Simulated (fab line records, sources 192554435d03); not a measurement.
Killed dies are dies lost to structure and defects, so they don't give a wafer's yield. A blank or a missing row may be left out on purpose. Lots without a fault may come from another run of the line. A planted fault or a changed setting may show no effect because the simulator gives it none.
Chamber matching | flow n5_finfet | N5_HKMG_FIN_STRIP_92 on rie_diel-01: 4 sister chambers
The step strips SOC in N2/H2, time 20 s. 4 wafers are shown with their chamber, then 12 later ones without.

WAFERS WITH THEIR CHAMBER
wafer  | chamber | showerhead_plenum_p_Torr (Torr)
L084.5 | 1       | 3.20
L085.4 | 2       | 3.35
L087.3 | 3       | 3.32
L087.6 | 0       | 3.49

WAFERS WITHOUT THEIR CHAMBER
wafer  | showerhead_plenum_p_Torr (Torr)
L090.1 | 3.49
L090.3 | 3.32
L090.4 | 3.34
L092.1 | 3.19
L092.4 | 3.34
L092.6 | 3.19
L094.1 | 3.31
L094.5 | 3.48
L094.6 | 3.31
L095.3 | 3.19
L095.5 | 3.34
L095.6 | 3.19

WHICH CHAMBER EACH WENT THROUGH
wafer  | from the rows above     | in truth
L090.1 | 0                       | 0
L090.3 | 3                       | 3
L090.4 | can't be placed: 2 or 3 | 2
L092.1 | 1                       | 1
L092.4 | can't be placed: 2 or 3 | 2
L092.6 | 1                       | 1
L094.1 | 3                       | 3
L094.5 | 0                       | 0
L094.6 | 3                       | 3
L095.3 | 1                       | 1
L095.5 | can't be placed: 2 or 3 | 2
L095.6 | 1                       | 1
Placed correctly: 9 of 12. Can't be placed from these rows: 3 (the true chamber is among the candidates in 3). Placed wrongly: 0.
How it was worked out, from the rows above alone: a wafer's distance from a chamber is the root of the sum, over the readings, of the square of ((its reading less the chamber's mean) divided by the reading's scatter). The wafer belongs to the nearest chamber; if the next one is less than 2 further off, it can't be placed. A chamber's mean is the mean of its shown wafers. The scatter: with one shown wafer a chamber, the root of the mean of the squares of how far each hidden wafer lies from its nearest shown one.
